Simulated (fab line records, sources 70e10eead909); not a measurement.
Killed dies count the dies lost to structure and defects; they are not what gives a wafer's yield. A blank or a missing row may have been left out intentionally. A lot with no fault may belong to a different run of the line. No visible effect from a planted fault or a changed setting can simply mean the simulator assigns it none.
fab line records ; flow nand_harc
[record] lots = 6; wafers = 17; last_day = 31
route steps=1302 shown P_ZERO_WELL@29 END@1302
lots untouched by any fault: they come from a run of this same line in which no faults occurred
start_h: hours from the record's first day to the start of the lot's first wafer shown ; wait_h: time in hours since the lot's previous step ; " unchanged from the row above ; L1.1+2: several wafers, shown together as one row ; - no value, or no start was given ; * or withheld: withheld ; < > ~ a bound
route shown NAME@n: NAME is a module with steps in the file, n the number in the route of the first one ; usual: mean and standard deviation over wafers with no fault ; same: alike in all rows ; chamber/n: place in a boat ; sites: each site's reading ; _std_site: standard deviation across them ; _edge_site: mean of outer sites minus mean of inner sites ; radius_mm: for every site, how far away it sits from the centre of the wafer ; mask NAME#n: copy n ; behind: the last tool/chamber to shape the wafer ; hold: why the lot was held/for how many hours/how that ended ; device: transistor that didn't switch, given as n, p or np ; end of line: the route-end tests of the same wafers ; a step with no rows: only its recipe ; killed: dies lost to structure and defects at the first sort, not the wafer's yield ; map: per-die view of a wafer (x killed, . not killed, _ where there is no die)
set.NAME: the setting that was run; set.NAME@STEP: the one run at that earlier step ; model.NAME: the simulator's own value behind a step, which no gauge read
lots seen at some steps along the route; tables by step, rows by wafer
services: a tool's chamber out of use, with start hour (start_h, from the record's first day; less than 0 if before it), hours out, and reason
[[steps]]
[step NHARC_P_ZERO_WELL_CD_MEAS_24]
[recipe] target_cd_nm = 720; landing_energy_ev = 500
[usual] cd_nm = 719.6/1.5
lot.wafer;tool;chamber;start_h;wait_h;cd_nm
L949.2;cd_sem-02;0;32.46;-;718.2
L949.3;cd_sem-02;0;32.46;-;718.6
L949.4;cd_sem-02;0;32.46;-;719.9
L955.2;cd_sem-01;0;92.69;-;721.1
L955.5;cd_sem-01;0;92.69;-;719.9
L956.1;cd_sem-01;0;102.45;-;717.4
L956.2;cd_sem-01;0;102.45;-;717.9
L956.6;cd_sem-01;0;102.45;-;718.4
L964.2;cd_sem-01;0;182.59;-;721.4
L964.4;cd_sem-01;0;182.59;-;720.3
L964.5;cd_sem-01;0;182.59;-;719.8
L965.2;cd_sem-03;0;192.59;-;717.1
L965.5;cd_sem-03;0;192.59;-;719.1
L965.6;cd_sem-03;0;192.59;-;719.1
L966.3;cd_sem-03;0;202.48;-;719.6
L966.4;cd_sem-03;0;202.48;-;719.9
L966.6;cd_sem-03;0;202.48;-;720.9
[step NHARC_P_ZERO_WELL_HARDBAKE_25]
[recipe] temp_c = 125; time_s = 80
[step NHARC_P_ZERO_WELL_DESCUM_26]
[recipe] time_s = 3; o2_flow_sccm = 200; ar_flow_sccm = 0; bias_power_w = 0; chemistry = O2
[usual] drypump_motor_current_A = 5.9/0.45; oes_product_au = 0.998/0.01; rf_vpp_V = 57.6/0.91; showerhead_plenum_p_Torr = 1.89/0.067; throttle_valve_pct = 11.312/0.009
[same] time_s = 3
lot.wafer;tool;chamber;start_h;wait_h;drypump_motor_current_A;oes_product_au;rf_hours_counter_h;rf_vpp_V;showerhead_plenum_p_Torr;throttle_valve_pct
L949.2;rie_diel-04;0;32.63;-;6.6;1.017;5;57.6;1.98;11.304
L949.4;rie_diel-04;1;32.63;-;5.7;0.990;5;57.4;1.96;11.318
L949.3;rie_diel-04;2;32.63;-;5.6;1.003;7;58.4;1.91;11.311
L955.2;rie_diel-04;2;92.88;-;5.6;1.010;29;58.1;1.90;11.295
L955.5;rie_diel-04;1;92.88;-;5.7;0.997;-;57.7;1.96;11.316
L956.2;rie_diel-04;2;102.61;-;5.6;0.996;30;58.5;1.90;11.308
L956.1;rie_diel-04;0;102.61;-;6.6;1.012;25;57.9;1.98;11.313
L956.6;rie_diel-04;3;102.61;-;5.6;0.990;-;56.7;1.81;11.305
L964.4;rie_diel-11;0;182.74;-;6.2;0.994;30;57.7;1.91;11.313
L964.2;rie_diel-11;1;182.74;-;5.8;1.006;30;59.1;1.88;11.308
L964.5;rie_diel-11;1;182.74;-;5.8;0.999;-;58.9;1.88;11.298
L965.2;rie_diel-04;3;192.75;-;5.6;0.997;0;56.7;1.80;11.306
L965.5;rie_diel-04;3;192.75;-;5.6;0.998;-;56.6;1.80;11.312
L965.6;rie_diel-04;0;192.75;-;6.6;1.023;-;58.1;1.97;11.319
L966.3;rie_diel-05;2;202.63;-;6.2;0.975;54;58.4;1.97;11.303
L966.4;rie_diel-05;1;202.63;-;5.3;0.986;50;56.2;1.85;11.311
L966.6;rie_diel-05;3;202.63;-;5.7;0.993;-;57.7;1.82;11.311
[step NHARC_P_ZERO_WELL_IMPLANT_27]
[recipe] energy_kev = 600; dose_cm2 = 1e+13; tilt_deg = 7
[step NHARC_P_ZERO_WELL_IMPLANT_57]
[recipe] energy_kev = 250; dose_cm2 = 4e+12; tilt_deg = 7
[step NHARC_P_ZERO_WELL_IMPLANT_58]
[recipe] energy_kev = 100; dose_cm2 = 2e+12; tilt_deg = 7
[step NHARC_P_ZERO_WELL_STRIP_28]
[recipe] time_s = 840; temp_c = 130; chemistry = SPM
[step NHARC_P_ZERO_WELL_DEHYDRATE_29]
[recipe] temp_c = 150; time_s = 120
[step NHARC_P_ZERO_WELL_HMDS_30]
[recipe] time_s = 30
[step NHARC_P_ZERO_WELL_COAT_31]
[recipe] spin_rpm = withheld
[step NHARC_P_ZERO_WELL_SOFTBAKE_32]
[recipe] temp_c = 122; time_s = 95
[step NHARC_P_ZERO_WELL_EBR_33]
[step NHARC_P_ZERO_WELL_EXPOSE_34]
[recipe] na = 0.6; target_cd_nm = 720; dose_mj = 22.31; mask_id = P_PWELL
[usual] exposure_dose_mJ_cm2 = 22.311/0.021; stage_vel_mm_s = 499.98/0.27
lot.wafer;tool;chamber;start_h;wait_h;mask;exposure_dose_mJ_cm2;stage_vel_mm_s
L949.2;krf_scanner-04;0;33.82;-;P_PWELL#0;22.321;500.10
L949.3;krf_scanner-04;0;33.82;-;P_PWELL#0;22.283;499.70
L949.4;krf_scanner-04;0;33.82;-;P_PWELL#0;22.290;499.64
L955.2;krf_scanner-01;0;94.06;-;P_PWELL#0;22.323;499.68
L955.5;krf_scanner-01;0;94.06;-;P_PWELL#0;22.321;499.84
L956.1;krf_scanner-01;0;103.81;-;P_PWELL#0;22.303;499.97
L956.2;krf_scanner-01;0;103.81;-;P_PWELL#0;22.306;499.79
L956.6;krf_scanner-01;0;103.81;-;P_PWELL#0;22.294;499.98
L964.2;krf_scanner-01;0;184.06;-;P_PWELL#0;22.292;500.07
L964.4;krf_scanner-01;0;184.06;-;P_PWELL#0;22.272;500.02
L964.5;krf_scanner-01;0;184.06;-;P_PWELL#0;22.277;499.58
L965.2;krf_scanner-01;0;194.49;-;P_PWELL#0;22.329;499.99
L965.5;krf_scanner-01;0;194.49;-;P_PWELL#0;22.343;499.84
L965.6;krf_scanner-01;0;194.49;-;P_PWELL#0;22.344;500.04
L966.3;krf_scanner-01;0;203.83;-;P_PWELL#0;22.280;499.67
L966.4;krf_scanner-01;0;203.83;-;P_PWELL#0;22.289;499.94
L966.6;krf_scanner-01;0;203.83;-;P_PWELL#0;22.267;499.73
[step NHARC_P_ZERO_WELL_PEB_35]
[recipe] peb_temp_c = 118; peb_time_s = 85
[step NHARC_P_ZERO_WELL_DEVELOP_36]
[recipe] time_s = 70
[step NHARC_P_ZERO_WELL_CD_MEAS_37]
[recipe] target_cd_nm = 720; landing_energy_ev = 500
[usual] cd_nm = 718.9/1.7
lot.wafer;tool;chamber;start_h;wait_h;cd_nm
L949.2;cd_sem-02;0;33.97;-;719.0
L949.3;cd_sem-02;0;33.97;-;716.4
L949.4;cd_sem-02;0;33.97;-;719.3
L955.2;cd_sem-03;0;94.22;-;722.6
L955.5;cd_sem-03;0;94.22;-;724.1
L956.1;cd_sem-01;0;103.96;-;719.4
L956.2;cd_sem-01;0;103.96;-;726.2
L956.6;cd_sem-01;0;103.96;-;720.5
L964.2;cd_sem-01;0;184.22;-;715.3
L964.4;cd_sem-01;0;184.22;-;720.4
L964.5;cd_sem-01;0;184.22;-;717.7
L965.2;cd_sem-01;0;194.64;-;720.0
L965.5;cd_sem-01;0;194.64;-;719.6
L965.6;cd_sem-01;0;194.64;-;720.0
L966.3;cd_sem-01;0;203.98;-;720.1
L966.4;cd_sem-01;0;203.98;-;718.5
L966.6;cd_sem-01;0;203.98;-;715.3
[step NHARC_P_ZERO_WELL_HARDBAKE_38]
[recipe] temp_c = 125; time_s = 80
[step NHARC_END_SORT_01]
[recipe] temp_c = 25
[usual] killed_at_array = 62/15; killed_at_other = 0.8/1; killed_at_periphery = 3.7/2.6; killed_dies = 66/15; killed_open = 3.1/1.8; killed_short = 2.6/1.7
[same] gross_dies = 677
lot.wafer;tool;chamber;start_h;wait_h;killed_at_array;killed_at_other;killed_at_periphery;killed_dies;killed_open;killed_short
L949.2;prober-01;0;558.67;2.8;49;0;4;53;4;4
L949.3;prober-01;0;559.46;3.1;70;1;1;72;3;8
L949.4;prober-01;0;560.26;3.4;55;0;0;55;3;4
L964.2;prober-02;0;714.61;2.8;61;1;8;70;6;4
L964.4;prober-02;0;716.19;3.4;42;0;2;44;3;2
L964.5;prober-02;0;716.99;3.7;57;0;3;60;5;3
L965.2;prober-02;0;728.64;2.8;46;0;3;49;4;2
L965.5;prober-02;0;731.04;3.7;54;0;4;58;5;5
L965.6;prober-02;0;731.84;4.0;53;0;8;61;5;3
L966.3;prober-02;0;749.14;3.1;48;0;2;50;4;2
L966.4;prober-02;0;749.94;3.4;48;0;6;54;3;2
L966.6;prober-02;0;751.53;4.0;52;0;4;56;2;1
// killed by level:class
L949.2 A_CHANNEL_HOLE_D1:chamber_film_flake=26 A_CHANNEL_HOLE_D2:chamber_film_flake=11 A_CONTACT:chamber_film_flake=3 A_STAIRCASE:chamber_film_flake=2 P_CONTACT:geometric_particle:short=1 P_CONTACT:geometric_particle:open=1 P_M0:geometric_particle:short=1 A_ONON_D2:geometric_particle:open=1
L949.3 A_CHANNEL_HOLE_D1:chamber_film_flake=39 A_CHANNEL_HOLE_D2:chamber_film_flake=7 A_STAIRCASE:chamber_film_flake=6 A_CONTACT:chamber_film_flake=4 A_WL_FILL:chamber_film_flake=3 A_ONON_D1:geometric_particle:short=2 A_CHANNEL_FILL_D2:geometric_particle:open=2 A_ONON_D2:geometric_particle:short=1
L949.4 A_CHANNEL_HOLE_D1:chamber_film_flake=24 A_STAIRCASE:chamber_film_flake=10 A_CHANNEL_HOLE_D2:chamber_film_flake=9 A_CHANNEL_FILL_D1:chamber_film_flake=3 A_CHANNEL_FILL_D1:geometric_particle:short=1 A_ONON_D2:geometric_particle:short=1 A_ONON_D2:geometric_particle:open=1 A_CHANNEL_HOLE_D2:geometric_particle:short=1
L964.2 A_SLIT:chamber_film_flake=32 A_CHANNEL_HOLE_D1:chamber_film_flake=14 P_BONDPAD:chamber_film_flake=3 A_STAIRCASE:chamber_film_flake=3 A_BLC:chamber_film_flake=3 P_CONTACT:geometric_particle:open=2 A_CONTACT:geometric_particle:open=2 P_M0:geometric_particle:short=1
L964.4 A_SLIT:chamber_film_flake=27 A_CHANNEL_HOLE_D1:chamber_film_flake=3 A_STAIRCASE:chamber_film_flake=3 A_BLC:chamber_film_flake=3 P_CONTACT:geometric_particle:open=1 P_M2:geometric_particle:short=1 A_ONON_D1:geometric_particle:short=1 A_SGD_CUT:geometric_particle:open=1
L964.5 A_SLIT:chamber_film_flake=32 A_CHANNEL_HOLE_D1:chamber_film_flake=7 A_BLC:chamber_film_flake=6 A_STAIRCASE:chamber_film_flake=3 A_CONTACT:chamber_film_flake=3 P_CONTACT:geometric_particle:open=2 A_ONON_D2:geometric_particle:open=2 A_CHANNEL_HOLE_D2:geometric_particle:short=1
L965.2 A_CHANNEL_HOLE_D1:chamber_film_flake=27 A_CONTACT:chamber_film_flake=5 A_M1:chamber_film_flake=3 A_ZERO_WELL:chamber_film_flake=2 A_SLIT:chamber_film_flake=2 A_STAIRCASE:chamber_film_flake=2 P_CONTACT:geometric_particle:open=1 P_M0:geometric_particle:short=1
L965.5 A_CHANNEL_HOLE_D1:chamber_film_flake=29 A_CONTACT:chamber_film_flake=8 A_ZERO_WELL:chamber_film_flake=4 A_WL_FILL:geometric_particle:short=2 A_STAIRCASE:chamber_film_flake=2 A_WL_FILL:chamber_film_flake=2 P_GATE:geometric_particle:open=1 P_CONTACT:geometric_particle:short=1
L965.6 A_CHANNEL_HOLE_D1:chamber_film_flake=26 A_SLIT:chamber_film_flake=8 A_STAIRCASE:chamber_film_flake=4 A_CONTACT:chamber_film_flake=3 P_CONTACT:geometric_particle:open=2 P_M0:geometric_particle:open=2 A_WL_FILL:geometric_particle:short=2 P_CONTACT:chamber_film_flake=2
L966.3 A_CHANNEL_HOLE_D1:chamber_film_flake=26 A_CONTACT:chamber_film_flake=6 A_SLIT:chamber_film_flake=5 A_STAIRCASE:chamber_film_flake=3 A_ONON_D1:geometric_particle:open=2 P_CONTACT:chamber_film_flake=2 A_CHANNEL_HOLE_D1:geometric_particle:open=1 A_CHANNEL_FILL_D2:geometric_particle:short=1
L966.4 A_CHANNEL_HOLE_D1:chamber_film_flake=25 A_STAIRCASE:chamber_film_flake=9 A_SLIT:chamber_film_flake=4 P_CONTACT:chamber_film_flake=3 A_M0:chamber_film_flake=3 A_CONTACT:chamber_film_flake=2 P_GATE:geometric_particle:open=1 P_CONTACT:geometric_particle:open=1
L966.6 A_CHANNEL_HOLE_D1:chamber_film_flake=28 A_STAIRCASE:chamber_film_flake=8 A_SLIT:chamber_film_flake=5 A_M0:chamber_film_flake=3 P_ZERO_WELL:chamber_film_flake=2 A_WL_FILL:chamber_film_flake=2 A_CHANNEL_FILL_D1:geometric_particle:open=1 A_CHANNEL_FILL_D1:geometric_particle:short=1
[[services]]
tool;chamber;start_h;hours;kind
krf_scanner-04;-;10.00;4.0;pm
krf_scanner-01;-;15.56;8.7;repair
rie_diel-05;3;26.21;5.3;repair
rie_diel-05;-;43.15;0.7;repair
rie_diel-05;-;52.66;9.0;pm
rie_diel-05;-;64.39;0.2;repair
rie_diel-05;3;66.00;6.1;repair
rie_diel-11;-;79.46;9.0;pm
krf_scanner-04;-;89.74;25.6;repair
rie_diel-11;-;99.96;0.5;repair
rie_diel-05;-;103.48;0.1;repair
rie_diel-11;2;109.90;2.3;repair
rie_diel-11;2;118.34;20.8;repair
rie_diel-05;-;132.53;0.2;repair
krf_scanner-01;-;140.00;4.0;pm
krf_scanner-04;-;142.08;0.6;repair
rie_diel-04;1;149.36;2.1;repair
krf_scanner-04;-;156.57;0.7;repair
krf_scanner-01;-;165.13;0.3;repair
rie_diel-05;0;174.01;4.1;repair
rie_diel-04;-;180.72;9.0;pm
krf_scanner-04;-;182.00;4.0;pm
rie_diel-11;0;185.33;2.5;repair
krf_scanner-01;-;190.88;0.3;repair
[[key]]
[first_sign] step = NHARC_P_ZERO_WELL_CD_MEAS_37; reading = cd_nm; direction = up; sigmas = 3.2; usual = 718.9; struck = 724.3
effect none on later readings
met_at NHARC_P_ZERO_WELL_EXPOSE_34
struck_wafers L955.2,L955.5,L956.2
tester_left_out L955,L956
[fault] kind = process_parameter_drift; tool = krf_scanner-01; chamber = -; onset_h = 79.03; steps = NHARC_P_ZERO_WELL_EXPOSE_34; channel = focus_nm; offset = 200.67; shape = step; end_h = 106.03; scope = struck_wafers_only
// tester_left_out: of these lots the tester's yield and bins aren't shown, on N5 and GAA mostly nor the transistor test; their killed dies are dies lost to structure and defects alone, not to doping, threshold or leakage, so they don't give the yield
